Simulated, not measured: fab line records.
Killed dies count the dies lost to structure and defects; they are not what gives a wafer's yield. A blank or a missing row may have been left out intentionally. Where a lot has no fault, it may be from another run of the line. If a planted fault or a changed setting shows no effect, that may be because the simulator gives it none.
fab line records ; flow nand-harc
record: lots: 7; wafers: 21; last-day: 33
route steps=1302 shown A_DECK1_JOINT@539 A_ONON_D2@545 END@1302
lots that met no fault: taken from a fault-free run of the same line
start-h: the number of hours between the record's first day and the start of the first shown wafer of the lot ; wait-h: hours elapsed since this lot's preceding step ; " unchanged from the row above ; L1.1+2: a single row standing in for several wafers ; - no value, or no start given ; * or withheld: withheld ; < > ~ a bound
route shown NAME@n: NAME is a module with steps in the file, n the number in the route of the first one ; usual: average and standard deviation across the fault-free wafers ; same: alike in all rows ; chamber/n: place in a boat ; sites: readings site by site ; _std_site: standard deviation across them ; _edge_site: the outer-site mean with the inner-site mean subtracted ; radius-mm: for every site, how far away it sits from the centre of the wafer ; mask NAME#n: copy n ; behind: the tool/chamber that last shaped the wafer ; hold: why the lot was held/for how many hours/how that ended ; device: whichever transistor did not switch (one of n, p or np) ; end of line: tests of these same wafers at the route's end ; where a step has no rows: the recipe by itself ; killed: count of dies lost to structure and defects at first sort (not the wafer's yield) ; map: per-die view of a wafer (x killed, . not killed, _ where there is no die)
set.NAME: the setting as run; set.NAME@STEP: as run at that earlier step ; model.NAME: the simulator's own value behind a step, which no gauge read
lots seen at some steps along the route; tables by step, rows by wafer
services: a tool's chamber out of use, with start hour (start-h, from the record's first day; less than 0 if before it), hours out, and reason
== steps ==
step: NHARC_A_DECK1_JOINT_CMP_02
recipe: material: SiOx
usual: motor-current-A: 12.0/1.1; pad-life-wafers: 173/96
lot.wafer;tool;chamber;start-h;wait-h;motor-current-A;pad-life-wafers
L731.4;cmp-03;2;293.38;0.4;10.7;132
L731.2;cmp-03;0;293.38;0.4;13.6;134
L731.5;cmp-03;2;293.38;0.4;10.4;-
L734.1;cmp-03;3;315.86;0.4;10.5;242
L734.4;cmp-03;0;315.86;0.4;13.5;243
L734.6;cmp-03;2;315.86;0.4;10.4;-
L746.3;cmp-03;2;433.38;0.4;11.0;295
L746.5;cmp-03;1;433.38;0.4;14.3;-
L746.6;cmp-03;2;433.38;0.4;11.2;-
L747.1;cmp-04;2;451.01;0.4;10.9;170
L747.4;cmp-04;3;451.01;0.4;13.1;171
L747.6;cmp-04;1;451.01;0.4;11.9;-
L749.2;cmp-02;3;467.02;0.4;11.8;85
L749.4;cmp-02;0;467.02;0.4;11.6;86
L749.6;cmp-02;2;467.02;0.4;11.3;-
L751.3;cmp-03;3;485.83;0.4;10.2;121
L751.2;cmp-03;0;485.83;0.4;13.7;122
L751.6;cmp-03;3;485.83;0.4;10.8;-
L752.1;cmp-03;2;510.50;0.4;10.8;222
L752.4;cmp-03;3;510.50;0.4;10.5;223
L752.5;cmp-03;3;510.50;0.4;10.6;-
step: NHARC_A_DECK1_JOINT_SRD_15
step: NHARC_A_DECK1_JOINT_DEP_16
recipe: target-thk-a: 450; temp-c: 400; pressure-torr: 6.5; rf-w: 900; teos-flow-sccm: 161.4; flow-sccm: 2650; target-thk-nm: 45; gas: O2; material: SiO2
usual: heater-power-w: 503/81; rf-fwd-power-W: 896/3.1; showerhead-vpp-V: 1812/100; throttle-valve-pct: 16.0/0.32
lot.wafer;tool;chamber;start-h;wait-h;heater-power-w;rf-fwd-power-W;showerhead-vpp-V;throttle-valve-pct
L731.2;pecvd-01;2;293.83;0.1;455;893;1737;15.6
L731.5;pecvd-01;1;293.83;0.1;681;892;1769;15.9
L731.4;pecvd-01;2;293.83;0.1;458;900;1801;15.7
L734.1;pecvd-04;0;316.23;0.1;578;894;1842;15.9
L734.6;pecvd-04;2;316.23;0.1;551;898;1973;16.0
L734.4;pecvd-04;1;316.23;0.1;458;895;1689;16.4
L746.3;pecvd-01;0;433.83;0.1;424;894;1894;15.9
L746.6;pecvd-01;1;433.83;0.1;555;897;1728;16.0
L746.5;pecvd-01;2;433.83;0.1;423;901;1746;16.3
L747.1;pecvd-03;0;451.38;0.1;548;890;1720;15.7
L747.4;pecvd-03;2;451.38;0.1;356;894;1737;15.5
L747.6;pecvd-03;0;451.38;0.1;534;895;1742;15.8
L749.2;pecvd-04;0;467.44;0.1;679;900;1814;15.5
L749.4;pecvd-04;2;467.44;0.1;420;899;2000;16.1
L749.6;pecvd-04;0;467.44;0.1;665;894;1821;15.5
L751.2;pecvd-01;1;486.20;0.1;566;894;1723;16.3
L751.3;pecvd-01;2;486.20;0.1;420;900;1765;16.7
L751.6;pecvd-01;0;486.20;0.1;489;899;1902;16.2
L752.1;pecvd-01;2;510.89;0.1;465;899;1772;15.6
L752.4;pecvd-01;2;510.89;0.1;460;894;1768;15.7
L752.5;pecvd-01;1;510.89;0.1;620;898;1763;15.5
step: NHARC_A_DECK1_JOINT_THK_MEAS_17
recipe: thk-meas-gauge: ellipsometry
usual: thk-nm: 45.1/1.2
lot.wafer;tool;chamber;start-h;wait-h;thk-nm
L731.2;film-metro-01;-;294.05;0.2;43.1
L731.4;film-metro-01;-;294.05;0.2;44.0
L731.5;film-metro-01;-;294.05;0.2;47.4
L734.1;film-metro-02;-;316.48;0.2;45.1
L734.4;film-metro-02;-;316.48;0.2;41.8
L734.6;film-metro-02;-;316.48;0.2;45.0
L746.3;film-metro-02;-;434.06;0.2;44.1
L746.5;film-metro-02;-;434.06;0.2;46.0
L746.6;film-metro-02;-;434.06;0.2;46.5
L747.1;film-metro-02;-;451.63;0.2;44.0
L747.4;film-metro-02;-;451.63;0.2;45.5
L747.6;film-metro-02;-;451.63;0.2;47.1
L749.2;film-metro-02;-;467.66;0.2;45.1
L749.4;film-metro-02;-;467.66;0.2;46.6
L749.6;film-metro-02;-;467.66;0.2;45.0
L751.2;film-metro-02;-;486.48;0.3;42.7
L751.3;film-metro-02;-;486.48;0.3;43.6
L751.6;film-metro-02;-;486.48;0.3;47.0
L752.1;film-metro-02;-;511.17;0.3;44.2
L752.4;film-metro-02;-;511.17;0.3;46.6
L752.5;film-metro-02;-;511.17;0.3;46.5
step: NHARC_A_DECK1_JOINT_INSPECT_05
usual: raw-defect-count: 398/160
lot.wafer;tool;chamber;start-h;wait-h;raw-defect-count
L731.2;defect-inspect-02;-;294.09;0.0;333
L731.4;defect-inspect-02;-;294.09;0.0;287
L731.5;defect-inspect-02;-;294.09;0.0;333
L734.1;defect-inspect-02;-;316.51;0.0;258
L734.4;defect-inspect-02;-;316.51;0.0;309
L734.6;defect-inspect-02;-;316.51;0.0;165
L746.3;defect-inspect-02;-;434.09;0.0;353
L746.5;defect-inspect-02;-;434.09;0.0;475
L746.6;defect-inspect-02;-;434.09;0.0;507
L747.1;defect-inspect-01;-;451.67;0.0;422
L747.4;defect-inspect-01;-;451.67;0.0;395
L747.6;defect-inspect-01;-;451.67;0.0;337
L749.2;defect-inspect-02;-;467.70;0.0;703
L749.4;defect-inspect-02;-;467.70;0.0;722
L749.6;defect-inspect-02;-;467.70;0.0;739
L751.2;defect-inspect-02;-;486.52;0.0;370
L751.3;defect-inspect-02;-;486.52;0.0;374
L751.6;defect-inspect-02;-;486.52;0.0;636
L752.1;defect-inspect-02;-;511.21;0.0;321
L752.4;defect-inspect-02;-;511.21;0.0;485
L752.5;defect-inspect-02;-;511.21;0.0;365
step: NHARC_A_ONON_D2_DEP_00
recipe: target-thk-a: 10000; n2-flow-sccm: 2750; n2o-flow-sccm: 2000; nh3-flow-sccm: 500; sih4-flow-sccm: 210; temp-c: 400
step: NHARC_A_ONON_D2_THK_MEAS_02
recipe: thk-meas-gauge: ellipsometry
usual: thk-nm: 1001/8.7
lot.wafer;tool;chamber;start-h;wait-h;thk-nm
L731.2;film-metro-02;-;294.67;-;978
L731.4;film-metro-02;-;294.67;-;977
L731.5;film-metro-02;-;294.67;-;977
L734.1;film-metro-01;-;317.09;-;1011
L734.4;film-metro-01;-;317.09;-;1010
L734.6;film-metro-01;-;317.09;-;1010
L746.3;film-metro-01;-;434.67;-;992
L746.5;film-metro-01;-;434.67;-;990
L746.6;film-metro-01;-;434.67;-;989
L747.1;film-metro-01;-;452.25;-;1012
L747.4;film-metro-01;-;452.25;-;1014
L747.6;film-metro-01;-;452.25;-;1014
L749.2;film-metro-02;-;468.27;-;1012
L749.4;film-metro-02;-;468.27;-;1012
L749.6;film-metro-02;-;468.27;-;1011
L751.2;film-metro-01;-;487.09;-;1001
L751.3;film-metro-01;-;487.09;-;1003
L751.6;film-metro-01;-;487.09;-;1003
L752.1;film-metro-01;-;511.78;-;1002
L752.4;film-metro-01;-;511.78;-;1000
L752.5;film-metro-01;-;511.78;-;998
step: NHARC_A_ONON_D2_DEP_03
recipe: target-thk-a: 10000; n2-flow-sccm: 2750; n2o-flow-sccm: 2000; nh3-flow-sccm: 500; sih4-flow-sccm: 210; temp-c: 400
step: NHARC_A_ONON_D2_THK_MEAS_05
recipe: thk-meas-gauge: ellipsometry
usual: thk-nm: 997/9.3
lot.wafer;tool;chamber;start-h;wait-h;thk-nm
L731.2;film-metro-01;-;295.23;-;989
L731.4;film-metro-01;-;295.23;-;990
L731.5;film-metro-01;-;295.23;-;989
L734.1;film-metro-02;-;317.66;-;987
L734.4;film-metro-02;-;317.66;-;985
L734.6;film-metro-02;-;317.66;-;986
L746.3;film-metro-02;-;435.24;-;985
L746.5;film-metro-02;-;435.24;-;984
L746.6;film-metro-02;-;435.24;-;984
L747.1;film-metro-01;-;452.81;-;1008
L747.4;film-metro-01;-;452.81;-;1007
L747.6;film-metro-01;-;452.81;-;1007
L749.2;film-metro-01;-;468.83;-;1000
L749.4;film-metro-01;-;468.83;-;999
L749.6;film-metro-01;-;468.83;-;1000
L751.2;film-metro-02;-;487.66;-;1004
L751.3;film-metro-02;-;487.66;-;1005
L751.6;film-metro-02;-;487.66;-;1005
L752.1;film-metro-02;-;512.35;-;983
L752.4;film-metro-02;-;512.35;-;984
L752.5;film-metro-02;-;512.35;-;982
step: NHARC_A_ONON_D2_DEP_06
recipe: target-thk-a: 10000; n2-flow-sccm: 2750; n2o-flow-sccm: 2000; nh3-flow-sccm: 500; sih4-flow-sccm: 210; temp-c: 400
step: NHARC_A_ONON_D2_THK_MEAS_08
recipe: thk-meas-gauge: ellipsometry
usual: thk-nm: 999/9.8
lot.wafer;tool;chamber;start-h;wait-h;thk-nm
L731.2;film-metro-01;-;295.81;-;983
L731.4;film-metro-01;-;295.81;-;982
L731.5;film-metro-01;-;295.81;-;983
L734.1;film-metro-02;-;318.23;-;997
L734.4;film-metro-02;-;318.23;-;997
L734.6;film-metro-02;-;318.23;-;997
L746.3;film-metro-01;-;435.80;-;999
L746.5;film-metro-01;-;435.80;-;999
L746.6;film-metro-01;-;435.80;-;998
L747.1;film-metro-01;-;453.39;-;1004
L747.4;film-metro-01;-;453.39;-;1001
L747.6;film-metro-01;-;453.39;-;1004
L749.2;film-metro-01;-;469.40;-;1004
L749.4;film-metro-01;-;469.40;-;1005
L749.6;film-metro-01;-;469.40;-;1006
L751.2;film-metro-01;-;488.23;-;1011
L751.3;film-metro-01;-;488.23;-;1012
L751.6;film-metro-01;-;488.23;-;1012
L752.1;film-metro-02;-;512.92;-;996
L752.4;film-metro-02;-;512.92;-;993
L752.5;film-metro-02;-;512.92;-;994
step: NHARC_A_ONON_D2_DEP_09
recipe: target-thk-a: 10000; n2-flow-sccm: 2750; n2o-flow-sccm: 2000; nh3-flow-sccm: 500; sih4-flow-sccm: 210; temp-c: 400
lot.wafer;tool;chamber;start-h;wait-h
L731.2+4+5;pecvd-onon-04;0;295.92;0.1
L734.1+4+6;pecvd-onon-02;0;318.29;0.1
L746.3+5+6;pecvd-onon-02;0;435.97;0.2
L747.1+4+6;pecvd-onon-02;0;453.44;0.1
L749.2+4+6;pecvd-onon-02;0;469.51;0.1
L751.2+3+6;pecvd-onon-04;0;488.34;0.1
L752.1+4+5;pecvd-onon-01;0;512.97;0.1
step: NHARC_A_ONON_D2_THK_MEAS_11
recipe: thk-meas-gauge: ellipsometry
usual: thk-nm: 1002/9.7
lot.wafer;tool;chamber;start-h;wait-h;thk-nm
L731.2;film-metro-01;-;296.37;-;1002
L731.4;film-metro-01;-;296.37;-;1002
L731.5;film-metro-01;-;296.37;-;1004
L734.1;film-metro-02;-;318.80;-;998
L734.4;film-metro-02;-;318.80;-;996
L734.6;film-metro-02;-;318.80;-;997
L746.3;film-metro-02;-;436.37;-;550
L746.5;film-metro-02;-;436.37;-;552
L746.6;film-metro-02;-;436.37;-;552
L747.1;film-metro-01;-;453.96;-;544
L747.4;film-metro-01;-;453.96;-;545
L747.6;film-metro-01;-;453.96;-;542
L749.2;film-metro-02;-;469.96;-;558
L749.4;film-metro-02;-;469.96;-;560
L749.6;film-metro-02;-;469.96;-;558
L751.2;film-metro-02;-;488.80;-;1014
L751.3;film-metro-02;-;488.80;-;1014
L751.6;film-metro-02;-;488.80;-;1014
L752.1;film-metro-01;-;513.49;-;1011
L752.4;film-metro-01;-;513.49;-;1011
L752.5;film-metro-01;-;513.49;-;1011
step: NHARC_A_ONON_D2_DEP_12
recipe: target-thk-a: 10000; n2-flow-sccm: 2750; n2o-flow-sccm: 2000; nh3-flow-sccm: 500; sih4-flow-sccm: 210; temp-c: 400
step: NHARC_END_SORT_01
recipe: temp-c: 25
usual: killed-at-array: 52/18; killed-at-other: 1.0/1.4; killed-at-periphery: 3.1/2.3; killed-dies: 56/17; killed-open: 3.0/1.7; killed-short: 2.5/1.7
same: gross-dies: 677
lot.wafer;tool;chamber;start-h;wait-h;killed-at-array;killed-at-other;killed-at-periphery;killed-dies;killed-open;killed-short
L746.3;prober-01;0;711.46;3.1;674;0;3;677;2;2
L746.5;prober-01;0;713.05;3.7;673;0;4;677;3;5
L746.6;prober-01;0;713.84;4.0;674;0;3;677;5;2
L747.1;prober-01;0;738.43;2.5;674;0;3;677;7;3
L747.4;prober-01;0;740.81;3.4;675;2;0;677;1;0
L747.6;prober-01;0;742.40;4.0;675;0;2;677;1;6
L749.2;prober-01;0;746.94;2.8;675;0;2;677;4;3
L749.4;prober-01;0;748.52;3.4;675;0;2;677;3;5
L749.6;prober-01;0;750.10;4.0;674;1;2;677;4;0
killed by level:class
L746.3 A_ONON_D2:area-dep=630 A_CHANNEL_HOLE_D1:chamber-film-flake=27 A_STAIRCASE:chamber-film-flake=5 A_SLIT:chamber-film-flake=3 A_CONTACT:chamber-film-flake=3 P_GATE:chamber-film-flake=2 A_BLC:chamber-film-flake=2 P_M1:geometric-particle:open=1
L746.5 A_ONON_D2:area-dep=616 A_CHANNEL_HOLE_D1:chamber-film-flake=29 A_CONTACT:chamber-film-flake=13 A_STAIRCASE:chamber-film-flake=5 A_SLIT:chamber-film-flake=4 A_WL_FILL:geometric-particle:short=2 P_STI:geometric-particle:short=1 P_CONTACT:geometric-particle:open=1
L746.6 A_ONON_D2:area-dep=635 A_CHANNEL_HOLE_D1:chamber-film-flake=15 A_CONTACT:chamber-film-flake=11 A_STAIRCASE:chamber-film-flake=6 A_CHANNEL_FILL_D1:geometric-particle:open=2 A_SLIT:chamber-film-flake=2 P_M0:geometric-particle:open=1 P_M2:geometric-particle:open=1
L747.1 A_ONON_D2:area-dep=590 A_SLIT:chamber-film-flake=34 A_CHANNEL_HOLE_D2:chamber-film-flake=28 A_CHANNEL_HOLE_D1:chamber-film-flake=8 A_WL_FILL:chamber-film-flake=3 A_CONTACT:chamber-film-flake=3 P_M0:geometric-particle:open=2 A_ONON_D2:geometric-particle:open=2
L747.4 A_ONON_D2:area-dep=616 A_CHANNEL_HOLE_D2:chamber-film-flake=22 A_SLIT:chamber-film-flake=18 A_CHANNEL_HOLE_D1:chamber-film-flake=8 A_CONTACT:chamber-film-flake=5 A_STAIRCASE:chamber-film-flake=2 A_WL_FILL:chamber-film-flake=2 THIN_TSV:chamber-film-flake=2
L747.6 A_ONON_D2:area-dep=602 A_SLIT:chamber-film-flake=38 A_CHANNEL_HOLE_D2:chamber-film-flake=17 A_CHANNEL_HOLE_D1:chamber-film-flake=8 A_CHANNEL_HOLE_D1:geometric-particle:short=3 P_M1:geometric-particle:open=1 A_CHANNEL_FILL_D2:geometric-particle:short=1 A_WL_FILL:geometric-particle:short=1
L749.2 A_ONON_D2:area-dep=612 A_CHANNEL_HOLE_D2:chamber-film-flake=19 A_SLIT:chamber-film-flake=18 A_CHANNEL_HOLE_D1:chamber-film-flake=12 A_STAIRCASE:chamber-film-flake=5 A_CONTACT:chamber-film-flake=3 A_CHANNEL_FILL_D1:geometric-particle:open=2 P_GATE:geometric-particle:open=1
L749.4 A_ONON_D2:area-dep=607 A_CHANNEL_HOLE_D2:chamber-film-flake=22 A_SLIT:chamber-film-flake=20 A_CHANNEL_HOLE_D1:chamber-film-flake=9 A_STAIRCASE:chamber-film-flake=6 A_CONTACT:chamber-film-flake=3 A_ONON_D2:geometric-particle:short=2 A_DECK1_JOINT:chamber-film-flake=2
L749.6 A_ONON_D2:area-dep=609 A_SLIT:chamber-film-flake=27 A_CHANNEL_HOLE_D2:chamber-film-flake=19 A_CHANNEL_HOLE_D1:chamber-film-flake=7 A_STAIRCASE:chamber-film-flake=6 A_DECK1_JOINT:chamber-film-flake=2 P_CONTACT:geometric-particle:open=1 A_DECK1_JOINT:geometric-particle:open=1
map L746.3 (x killed, . not)
____________x____________
_________xxxxxxx_________
_______xxxxxxxxxxx_______
______xxxxxxxxxxxxx______
_____xxxxxxxxxxxxxxx_____
____xxxxxxxxxxxxxxxxx____
____xxxxxxxxxxxxxxxxx____
___xxxxxxxxxxxxxxxxxxx___
___xxxxxxxxxxxxxxxxxxx___
__xxxxxxxxxxxxxxxxxxxxx__
__xxxxxxxxxxxxxxxxxxxxx__
_xxxxxxxxxxxxxxxxxxxxxxx_
_xxxxxxxxxxxxxxxxxxxxxxx_
_xxxxxxxxxxxxxxxxxxxxxxx_
_xxxxxxxxxxxxxxxxxxxxxxx_
_xxxxxxxxxxxxxxxxxxxxxxx_
xxxxxxxxxxxxxxxxxxxxxxxxx
xxxxxxxxxxxxxxxxxxxxxxxxx
xxxxxxxxxxxxxxxxxxxxxxxxx
xxxxxxxxxxxxxxxxxxxxxxxxx
xxxxxxxxxxxxxxxxxxxxxxxxx
_xxxxxxxxxxxxxxxxxxxxxxx_
_xxxxxxxxxxxxxxxxxxxxxxx_
_xxxxxxxxxxxxxxxxxxxxxxx_
_xxxxxxxxxxxxxxxxxxxxxxx_
_xxxxxxxxxxxxxxxxxxxxxxx_
__xxxxxxxxxxxxxxxxxxxxx__
__xxxxxxxxxxxxxxxxxxxxx__
___xxxxxxxxxxxxxxxxxxx___
___xxxxxxxxxxxxxxxxxxx___
____xxxxxxxxxxxxxxxxx____
____xxxxxxxxxxxxxxxxx____
_____xxxxxxxxxxxxxxx_____
______xxxxxxxxxxxxx______
_______xxxxxxxxxxx_______
_________xxxxxxx_________
____________x____________
map L747.1 (x killed, . not)
____________x____________
_________xxxxxxx_________
_______xxxxxxxxxxx_______
______xxxxxxxxxxxxx______
_____xxxxxxxxxxxxxxx_____
____xxxxxxxxxxxxxxxxx____
____xxxxxxxxxxxxxxxxx____
___xxxxxxxxxxxxxxxxxxx___
___xxxxxxxxxxxxxxxxxxx___
__xxxxxxxxxxxxxxxxxxxxx__
__xxxxxxxxxxxxxxxxxxxxx__
_xxxxxxxxxxxxxxxxxxxxxxx_
_xxxxxxxxxxxxxxxxxxxxxxx_
_xxxxxxxxxxxxxxxxxxxxxxx_
_xxxxxxxxxxxxxxxxxxxxxxx_
_xxxxxxxxxxxxxxxxxxxxxxx_
xxxxxxxxxxxxxxxxxxxxxxxxx
xxxxxxxxxxxxxxxxxxxxxxxxx
xxxxxxxxxxxxxxxxxxxxxxxxx
xxxxxxxxxxxxxxxxxxxxxxxxx
xxxxxxxxxxxxxxxxxxxxxxxxx
_xxxxxxxxxxxxxxxxxxxxxxx_
_xxxxxxxxxxxxxxxxxxxxxxx_
_xxxxxxxxxxxxxxxxxxxxxxx_
_xxxxxxxxxxxxxxxxxxxxxxx_
_xxxxxxxxxxxxxxxxxxxxxxx_
__xxxxxxxxxxxxxxxxxxxxx__
__xxxxxxxxxxxxxxxxxxxxx__
___xxxxxxxxxxxxxxxxxxx___
___xxxxxxxxxxxxxxxxxxx___
____xxxxxxxxxxxxxxxxx____
____xxxxxxxxxxxxxxxxx____
_____xxxxxxxxxxxxxxx_____
______xxxxxxxxxxxxx______
_______xxxxxxxxxxx_______
_________xxxxxxx_________
____________x____________
== services ==
tool;chamber;start-h;hours;kind
pecvd-onon-04;-;276.09;0.7;repair
cmp-02;-;276.75;0.6;repair
cmp-04;-;277.85;1.9;repair
cmp-04;-;307.00;4.0;pm
pecvd-01;-;311.00;13.0;pm
pecvd-onon-04;-;311.24;13.0;pm
cmp-02;-;327.19;2.7;repair
cmp-02;-;332.20;4.0;pm
cmp-03;-;340.23;1.1;repair
pecvd-03;1;344.84;7.1;repair
cmp-03;-;352.19;0.8;repair
cmp-03;-;358.00;4.0;pm
pecvd-onon-02;-;366.34;13.0;pm
pecvd-03;-;366.96;13.0;pm
cmp-02;-;385.47;0.8;repair
pecvd-01;1;390.05;5.0;repair
cmp-04;-;405.00;4.0;pm
pecvd-01;0;420.21;6.8;repair
pecvd-03;-;421.54;3.6;repair
pecvd-04;-;450.15;13.0;pm
cmp-03;-;456.00;4.0;pm
cmp-03;-;478.51;1.1;repair
pecvd-01;-;492.00;13.0;pm
pecvd-onon-04;-;492.24;13.0;pm
== key ==
first-sign: step: NHARC_A_ONON_D2_THK_MEAS_11; reading: thk-nm; direction: down; sigmas: 47; usual: 1002; struck: 551
effect: step: NHARC_END_SORT_01; reading: killed-dies; direction: up; sigmas: 36; usual: 56; struck: 677
more-kills-born-at: NHARC_A_ONON_D2_DEP_09@pecvd-onon-02: 5517
met-at NHARC_A_ONON_D2_DEP_09
struck-wafers L746.3,L746.5,L746.6,L747.1,L747.4,L747.6,L749.2,L749.4,L749.6
later-rows-left-out L746.3,L746.5,L746.6,L747.1,L747.4,L747.6,L749.2,L749.4,L749.6
tester-left-out L746,L747,L749
onset-between 318.29 435.97
fault: kind: process-parameter-drift; tool: pecvd-onon-02; chamber: 0; onset-h: 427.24; steps: NHARC_A_ONON_D2_DEP_09; channel: target-thk-a; offset: *; shape: step; end-h: 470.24; acts-in: *; stated: *
tester-left-out: of these lots the tester's yield and bins aren't shown, on N5 and GAA mostly nor the transistor test; their killed dies are dies lost to structure and defects alone, not to doping, threshold or leakage, so they don't give the yield
later-rows-left-out: the simulator's readings of these wafers behind a module that went badly wrong aren't trusted and aren't shown, but for the sort
